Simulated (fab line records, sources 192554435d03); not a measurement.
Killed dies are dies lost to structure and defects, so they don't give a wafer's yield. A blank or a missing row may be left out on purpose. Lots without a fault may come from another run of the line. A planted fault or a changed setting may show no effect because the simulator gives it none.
Which tool did it? | flow n5_finfet | 24 lots, 72 wafers sampled, at 6 steps of a route of 1938

WHAT THE GAUGES READ, wafer by wafer
The record holds no reading of a measuring or inspecting step that can be judged against a usual standard deviation.

WHICH TOOL RAN EACH LOT (tool, then ch and the chambers of the sampled wafers, then the start)
lot  | N5_BEOL_M7_SURFACE_TREAT_79  | N5_BEOL_M7_SPUTTER_48        | N5_BEOL_M7_DEP_56               | N5_BEOL_M8_DESCUM_16               | N5_BEOL_M8_STRIP_36                | N5_BEOL_M8_CURE_75
L074 | pvd_sputter-03, day 9 01:23  | pvd_sputter-03, day 9 01:35  | pecvd-01 ch 0,1,2, day 9 02:27  | rie_diel-04 ch 1,2,3, day 9 05:17  | rie_diel-06 ch 0,1,2, day 9 11:38  | uv_cure-03 ch 0, day 9 12:08
L075 | pvd_sputter-02, day 9 21:46  | pvd_sputter-02, day 9 21:58  | pecvd-04 ch 0,1, day 9 22:52    | rie_diel-04 ch 0,3, day 10 01:49   | rie_diel-06 ch 0,3, day 10 03:03   | uv_cure-01 ch 1, day 10 03:26
L076 | pvd_sputter-02, day 9 22:21  | pvd_sputter-02, day 9 22:35  | pecvd-04 ch 0,1, day 10 00:01   | rie_diel-05 ch 0,2, day 10 02:18   | rie_diel-05 ch 0,1, day 10 05:32   | uv_cure-02 ch 2, day 10 06:01
L077 | pvd_sputter-02, day 9 22:23  | pvd_sputter-02, day 9 22:50  | pecvd-04 ch 0,1, day 10 00:17   | rie_diel-06 ch 0,1,3, day 10 02:22 | rie_diel-06 ch 0,1,2, day 10 05:08 | uv_cure-01 ch 1, day 10 05:35
L079 | pvd_sputter-03, day 10 02:35 | pvd_sputter-02, day 10 02:49 | pecvd-01 ch 0,1,2, day 10 03:49 | rie_diel-05 ch 1,2, day 10 05:48   | rie_diel-05 ch 1,2, day 10 07:35   | uv_cure-01 ch 1, day 10 07:58
L078 | pvd_sputter-01, day 10 02:37 | pvd_sputter-03, day 10 02:57 | pecvd-02 ch 0,1, day 10 04:05   | rie_diel-05 ch 0,1,2, day 10 06:09 | rie_diel-06 ch 0,3, day 10 08:10   | uv_cure-01 ch 2, day 10 08:34
L080 | pvd_sputter-02, day 10 15:22 | pvd_sputter-01, day 10 15:41 | pecvd-02 ch 0,1, day 10 17:07   | rie_diel-04 ch 0,1,2, day 10 19:49 | rie_diel-05 ch 0,1,2, day 10 23:02 | uv_cure-02 ch 1, day 10 23:32
L081 | pvd_sputter-03, day 11 00:10 | pvd_sputter-02, day 11 01:55 | pecvd-01 ch 0,2, day 11 02:58   | rie_diel-05 ch 0,1,3, day 11 05:53 | rie_diel-06 ch 0,1,2, day 11 09:37 | uv_cure-03 ch 2, day 11 10:11
L082 | pvd_sputter-01, day 11 04:20 | pvd_sputter-01, day 11 04:34 | pecvd-02 ch 1,2, day 11 05:25   | rie_diel-05 ch 0,1,3, day 11 07:00 | rie_diel-05 ch 0,1, day 11 09:23   | uv_cure-03 ch 1, day 11 09:47
L083 | pvd_sputter-02, day 11 11:29 | pvd_sputter-02, day 11 11:48 | pecvd-04 ch 1,2, day 11 13:05   | rie_diel-06 ch 0,2, day 11 15:41   | rie_diel-05 ch 1,3, day 11 16:57   | uv_cure-03 ch 1, day 11 17:20
L085 | pvd_sputter-03, day 12 01:03 | pvd_sputter-02, day 12 01:17 | pecvd-04 ch 0,1, day 12 02:31   | rie_diel-06 ch 0,2, day 12 04:44   | rie_diel-05 ch 1,2, day 12 06:27   | uv_cure-01 ch 0, day 12 07:03
L086 | pvd_sputter-03, day 12 09:58 | pvd_sputter-03, day 12 10:26 | pecvd-04 ch 0,1,2, day 12 11:19 | rie_diel-06 ch 1,2,3, day 12 13:24 | rie_diel-06 ch 0,1,3, day 12 14:41 | uv_cure-01 ch 0, day 12 15:23
L084 | pvd_sputter-03, day 12 12:10 | pvd_sputter-02, day 12 12:23 | pecvd-04 ch 0,1, day 12 13:43   | rie_diel-06 ch 1,2, day 12 15:47   | rie_diel-06 ch 0,1,3, day 12 17:55 | uv_cure-03 ch 1, day 12 19:07
L088 | pvd_sputter-03, day 12 15:01 | pvd_sputter-03, day 12 16:05 | pecvd-02 ch 1,2, day 12 17:10   | rie_diel-05 ch 0,1,2, day 12 19:39 | rie_diel-04 ch 2,3, day 12 21:02   | uv_cure-01 ch 2, day 12 21:29
L087 | pvd_sputter-01, day 12 21:58 | pvd_sputter-02, day 12 22:10 | pecvd-01 ch 0,1,2, day 12 23:02 | rie_diel-04 ch 0,1,2, day 13 00:58 | rie_diel-06 ch 0,1,3, day 13 04:17 | uv_cure-01 ch 1, day 13 04:41
L089 | pvd_sputter-02, day 12 22:50 | pvd_sputter-01, day 13 00:04 | pecvd-01 ch 0,1, day 13 01:07   | rie_diel-05 ch 2,3, day 13 04:39   | rie_diel-05 ch 1,2,3, day 13 05:54 | uv_cure-03 ch 1, day 13 06:17
L090 | pvd_sputter-03, day 13 05:44 | pvd_sputter-02, day 13 06:24 | pecvd-01 ch 2, day 13 07:55     | rie_diel-06 ch 0,1,3, day 13 09:40 | rie_diel-06 ch 0,1,3, day 13 12:55 | uv_cure-03 ch 2, day 13 13:22
L091 | pvd_sputter-03, day 13 06:13 | pvd_sputter-02, day 13 06:32 | pecvd-04 ch 0,1,2, day 13 08:16 | rie_diel-04 ch 0,1,2, day 13 09:50 | rie_diel-04 ch 0,1,2, day 13 12:15 | uv_cure-03 ch 1, day 13 12:38
L093 | pvd_sputter-02, day 13 15:49 | pvd_sputter-01, day 13 16:00 | pecvd-04 ch 0,1,2, day 13 17:04 | rie_diel-05 ch 1,2, day 13 19:40   | rie_diel-04 ch 0,1, day 13 21:09   | uv_cure-03 ch 1, day 13 21:34
L092 | pvd_sputter-03, day 13 23:54 | pvd_sputter-03, day 14 00:06 | pecvd-02 ch 0,1, day 14 01:55   | rie_diel-04 ch 0,2,3, day 14 06:01 | rie_diel-04 ch 0,2,3, day 14 08:07 | uv_cure-01 ch 1, day 14 08:34
L094 | pvd_sputter-02, day 14 15:16 | pvd_sputter-01, day 14 15:35 | pecvd-04 ch 0,1,2, day 14 16:35 | rie_diel-04 ch 0,1,2, day 14 19:07 | rie_diel-04 ch 0,2,3, day 15 00:07 | uv_cure-03 ch 1, day 15 00:30
L095 | pvd_sputter-02, day 14 19:56 | pvd_sputter-03, day 14 20:22 | pecvd-02 ch 1,2, day 14 22:11   | rie_diel-05 ch 0,3, day 15 01:12   | rie_diel-05 ch 0,3, day 15 02:44   | uv_cure-03 ch 2, day 15 03:25
L096 | pvd_sputter-01, day 15 00:38 | pvd_sputter-02, day 15 00:51 | pecvd-01 ch 0,2, day 15 01:43   | rie_diel-04 ch 1,2, day 15 04:15   | rie_diel-04 ch 0,1,3, day 15 06:11 | uv_cure-02 ch 0, day 15 06:35
L097 | pvd_sputter-02, day 15 07:53 | pvd_sputter-03, day 15 08:16 | pecvd-02 ch 0,1, day 15 09:52   | rie_diel-05 ch 1,3, day 15 11:38   | rie_diel-05 ch 1,3, day 15 12:52   | uv_cure-03 ch 0, day 15 13:22
- N5_BEOL_M7_SURFACE_TREAT_79
- N5_BEOL_M7_SPUTTER_48: material Cu, target thk 10 nm, time 1.667 s.
- N5_BEOL_M7_DEP_56: deposits SiCN from 3MS/NH3, target thk 10 nm, time 17.5 s.
- N5_BEOL_M8_DESCUM_16: chemistry O2, time 7.9 s.
- N5_BEOL_M8_STRIP_36: strips in N2/H2.
- N5_BEOL_M8_CURE_75: cures SiCOH lowk, time 120 s.

WHAT THE TOOLS THEMSELVES READ (means of the sampled wafers that have a number; where no wafer has one, the mark that the record gives instead)
N5_BEOL_M7_SPUTTER_48. Usual: throttle_valve_pct 30.2 %, standard deviation 0.86.
lot  | tool           | throttle_valve_pct (%) | flag
L074 | pvd_sputter-03 | 30.0                   |
L075 | pvd_sputter-02 | 29.9                   |
L076 | pvd_sputter-02 | 30.4                   |
L077 | pvd_sputter-02 | 30.3                   |
L079 | pvd_sputter-02 | 29.8                   |
L078 | pvd_sputter-03 | 30.2                   |
L080 | pvd_sputter-01 | 30.6                   |
L081 | pvd_sputter-02 | 30.6                   |
L082 | pvd_sputter-01 | 30.6                   |
L083 | pvd_sputter-02 | 30.3                   |
L085 | pvd_sputter-02 | 30.4                   |
L086 | pvd_sputter-03 | 29.6                   |
L084 | pvd_sputter-02 | 30.8                   |
L088 | pvd_sputter-03 | 29.3                   |
L087 | pvd_sputter-02 | 30.3                   |
L089 | pvd_sputter-01 | 31.4                   |
L090 | pvd_sputter-02 | 29.9                   |
L091 | pvd_sputter-02 | 30.5                   |
L093 | pvd_sputter-01 | 31.2                   |
L092 | pvd_sputter-03 | 30.1                   |
L094 | pvd_sputter-01 | 31.4                   |
L095 | pvd_sputter-03 | 30.5                   |
L096 | pvd_sputter-02 | 30.2                   |
L097 | pvd_sputter-03 | 30.4                   |

N5_BEOL_M7_DEP_56. Usual: showerhead_plenum_p_Torr 3.667 Torr, standard deviation 0.013; throttle_valve_pct 8.9 %, standard deviation 0.58.
lot  | tool     | showerhead_plenum_p_Torr (Torr) | throttle_valve_pct (%) | flag
L074 | pecvd-01 | 3.667                           | 9.0                    |
L075 | pecvd-04 | 3.672                           | 8.4                    |
L076 | pecvd-04 | 3.675                           | 8.4                    |
L077 | pecvd-04 | 3.677                           | 8.5                    |
L079 | pecvd-01 | 3.668                           | 9.0                    |
L078 | pecvd-02 | 3.648                           | 9.8                    |
L080 | pecvd-02 | 3.650                           | 9.7                    |
L081 | pecvd-01 | 3.669                           | 9.1                    |
L082 | pecvd-02 | 3.668                           | 8.7                    |
L083 | pecvd-04 | 3.664                           | 8.4                    |
L085 | pecvd-04 | 3.675                           | 8.5                    |
L086 | pecvd-04 | 3.674                           | 8.5                    |
L084 | pecvd-04 | 3.682                           | 8.7                    |
L088 | pecvd-02 | 3.665                           | 9.2                    |
L087 | pecvd-01 | 3.671                           | 9.0                    |
L089 | pecvd-01 | 3.673                           | 9.3                    |
L090 | pecvd-01 | 3.667                           | 8.8                    |
L091 | pecvd-04 | 3.673                           | 8.7                    |
L093 | pecvd-04 | 3.673                           | 8.7                    |
L092 | pecvd-02 | 3.650                           | 9.9                    |
L094 | pecvd-04 | 3.675                           | 8.6                    |
L095 | pecvd-02 | 3.675                           | 9.0                    |
L096 | pecvd-01 | 3.671                           | 9.2                    |
L097 | pecvd-02 | 3.653                           | 9.8                    |

N5_BEOL_M8_DESCUM_16. Usual: drypump_motor_current_A 5.8 A, standard deviation 0.39; oes_product_au 0.82 a.u., standard deviation 0.076; rf_vpp_V 243.8 V, standard deviation 1.2; showerhead_plenum_p_Torr 2.13 Torr, standard deviation 0.062; throttle_valve_pct 20.23 %, standard deviation 0.24.
lot  | tool        | drypump_motor_current_A (A) | oes_product_au (a.u.) | rf_vpp_V (V) | showerhead_plenum_p_Torr (Torr) | throttle_valve_pct (%) | flag
L074 | rie_diel-04 | 5.8                         | 0.86                  | 244.1        | 2.12                            | 20.22                  |
L075 | rie_diel-04 | 5.5                         | 0.88                  | 244.3        | 2.13                            | 20.25                  |
L076 | rie_diel-05 | 5.3                         | 0.89                  | 245.2        | 2.19                            | 20.22                  |
L077 | rie_diel-06 | 6.3                         | 0.76                  | 243.6        | 2.09                            | 20.28                  |
L079 | rie_diel-05 | 5.8                         | 0.84                  | 243.4        | 2.14                            | 19.97                  |
L078 | rie_diel-05 | 5.5                         | 0.83                  | 243.7        | 2.18                            | 20.15                  |
L080 | rie_diel-04 | 5.8                         | 0.82                  | 243.3        | 2.12                            | 20.34                  |
L081 | rie_diel-05 | 5.5                         | 0.86                  | 244.2        | 2.15                            | 20.28                  |
L082 | rie_diel-05 | 5.6                         | 0.85                  | 244.3        | 2.15                            | 20.29                  |
L083 | rie_diel-06 | 5.8                         | 0.73                  | 242.3        | 2.06                            | 20.40                  |
L085 | rie_diel-06 | 5.7                         | 0.74                  | 241.7        | 2.02                            | 20.44                  |
L086 | rie_diel-06 | 6.2                         | 0.85                  | 243.4        | 2.14                            | 20.21                  |
L084 | rie_diel-06 | 5.9                         | 0.77                  | 243.5        | 2.06                            | 20.46                  |
L088 | rie_diel-05 | 5.5                         | 0.80                  | 244.4        | 2.17                            | 20.19                  |
L087 | rie_diel-04 | 5.8                         | 0.80                  | 243.7        | 2.11                            | 20.36                  |
L089 | rie_diel-05 | 5.8                         | 0.86                  | 244.1        | 2.10                            | 20.00                  |
L090 | rie_diel-06 | 6.3                         | 0.82                  | 244.8        | 2.17                            | 20.17                  |
L091 | rie_diel-04 | 5.8                         | 0.79                  | 243.3        | 2.11                            | 20.37                  |
L093 | rie_diel-05 | 5.8                         | 0.79                  | 243.4        | 2.13                            | 20.02                  |
L092 | rie_diel-04 | 5.6                         | 0.81                  | 243.6        | 2.11                            | 20.40                  |
L094 | rie_diel-04 | 5.8                         | 0.78                  | 244.4        | 2.10                            | 20.39                  |
L095 | rie_diel-05 | 5.6                         | 0.85                  | 244.1        | 2.10                            | 20.33                  |
L096 | rie_diel-04 | 6.0                         | 0.78                  | 243.9        | 2.10                            | 20.28                  |
L097 | rie_diel-05 | 5.8                         | 0.81                  | 243.0        | 2.08                            | 20.27                  |

N5_BEOL_M8_STRIP_36. Usual: drypump_motor_current_A 5.8 A, standard deviation 0.42; n2_flow_sccm 200.0 sccm, standard deviation 0.56; oes_product_au 0.80 a.u., standard deviation 0.078; rf_vpp_V 59.2 V, standard deviation 1.5; showerhead_plenum_p_Torr 2.58 Torr, standard deviation 0.086; throttle_valve_pct 23.41 %, standard deviation 0.29.
lot  | tool        | drypump_motor_current_A (A) | n2_flow_sccm (sccm) | oes_product_au (a.u.) | rf_vpp_V (V) | showerhead_plenum_p_Torr (Torr) | throttle_valve_pct (%) | flag
L074 | rie_diel-06 | 6.0                         | 199.8               | 0.77                  | 57.5         | 2.55                            | 23.52                  |
L075 | rie_diel-06 | 6.1                         | 200.4               | 0.71                  | 58.7         | 2.49                            | 23.40                  |
L076 | rie_diel-05 | 5.3                         | 199.9               | 0.82                  | 58.6         | 2.68                            | 23.64                  |
L077 | rie_diel-06 | 6.0                         | 199.8               | 0.77                  | 59.7         | 2.55                            | 23.54                  |
L079 | rie_diel-05 | 5.7                         | 200.1               | 0.79                  | 60.4         | 2.63                            | 23.22                  |
L078 | rie_diel-06 | 6.1                         | 199.9               | 0.72                  | 59.0         | 2.49                            | 23.40                  |
L080 | rie_diel-05 | 5.5                         | 200.0               | 0.82                  | 59.0         | 2.64                            | 23.34                  |
L081 | rie_diel-06 | 6.0                         | 200.0               | 0.77                  | 58.6         | 2.54                            | 23.54                  |
L082 | rie_diel-05 | 5.2                         | 200.0               | 0.81                  | 59.6         | 2.68                            | 23.66                  |
L083 | rie_diel-05 | 5.7                         | 199.4               | 0.79                  | 59.7         | 2.59                            | 23.40                  |
L085 | rie_diel-05 | 5.7                         | 200.2               | 0.76                  | 59.4         | 2.62                            | 23.24                  |
L086 | rie_diel-06 | 6.3                         | 199.9               | 0.84                  | 58.4         | 2.63                            | 23.34                  |
L084 | rie_diel-06 | 6.3                         | 199.9               | 0.84                  | 59.8         | 2.63                            | 23.35                  |
L088 | rie_diel-04 | 5.7                         | 200.3               | 0.84                  | 59.8         | 2.57                            | 23.50                  |
L087 | rie_diel-06 | 6.3                         | 199.9               | 0.82                  | 58.6         | 2.63                            | 23.36                  |
L089 | rie_diel-05 | 5.8                         | 199.7               | 0.83                  | 58.6         | 2.57                            | 23.24                  |
L090 | rie_diel-06 | 6.3                         | 200.4               | 0.82                  | 59.3         | 2.63                            | 23.34                  |
L091 | rie_diel-04 | 5.8                         | 200.0               | 0.80                  | 60.0         | 2.56                            | 23.48                  |
L093 | rie_diel-04 | 5.8                         | 200.1               | 0.79                  | 59.8         | 2.56                            | 23.23                  |
L092 | rie_diel-04 | 5.7                         | 200.2               | 0.81                  | 58.0         | 2.56                            | 23.57                  |
L094 | rie_diel-04 | 5.7                         | 199.4               | 0.80                  | 58.7         | 2.55                            | 23.56                  |
L095 | rie_diel-05 | 5.4                         | 200.3               | 0.84                  | 58.2         | 2.62                            | 23.69                  |
L096 | rie_diel-04 | 5.7                         | 200.2               | 0.81                  | 60.2         | 2.56                            | 23.28                  |
L097 | rie_diel-05 | 5.8                         | 200.5               | 0.81                  | 57.4         | 2.53                            | 23.42                  |

N5_BEOL_M8_CURE_75. Usual: lamp_power_pct 52.31 %, standard deviation 0.056; wafer_temp_C_max 371.5, standard deviation 0.5.
lot  | tool       | lamp_power_pct (%) | wafer_temp_C_max | flag
L074 | uv_cure-03 | 52.34              | 372.4            |
L075 | uv_cure-01 | 52.31              | 371.1            |
L076 | uv_cure-02 | 52.25              | 371.6            |
L077 | uv_cure-01 | 52.33              | 371.2            |
L079 | uv_cure-01 | 52.31              | 371.0            |
L078 | uv_cure-01 | 52.29              | 371.9            |
L080 | uv_cure-02 | 52.30              | 371.5            |
L081 | uv_cure-03 | 52.33              | 371.3            |
L082 | uv_cure-03 | 52.36              | 372.1            |
L083 | uv_cure-03 | 52.27              | 371.6            |
L085 | uv_cure-01 | 52.30              | 371.3            |
L086 | uv_cure-01 | 52.28              | 371.3            |
L084 | uv_cure-03 | 52.36              | 371.7            |
L088 | uv_cure-01 | 52.34              | 371.9            |
L087 | uv_cure-01 | 52.22              | 370.9            |
L089 | uv_cure-03 | 52.30              | 371.9            |
L090 | uv_cure-03 | 52.28              | 371.4            |
L091 | uv_cure-03 | 52.33              | 372.0            |
L093 | uv_cure-03 | 52.32              | 371.6            |
L092 | uv_cure-01 | 52.33              | 371.3            |
L094 | uv_cure-03 | 52.28              | 371.8            |
L095 | uv_cure-03 | 52.26              | 371.1            |
L096 | uv_cure-02 | 52.29              | 371.6            |
L097 | uv_cure-03 | 52.32              | 372.6            |

THE ANSWER, worked out from the rows above alone
Rule: a lot is off if the mean of its wafers that have a number lies more than 3 standard deviations from the usual mean. A lot without any number at a reading at which 4 lots or more have one is off too. The other lots that the step has rows for count as sound. The gauges are gone through in route order, then the tools' own readings, and for those a lot's mean is taken as printed above. The first step at which some lot is off is used, and at that step the reading that is off furthest; a lot without a number counts as furthest.
No lot is off at any reading shown: from this, nothing can be told.

WHAT THE SIMULATOR HAD PUT IN
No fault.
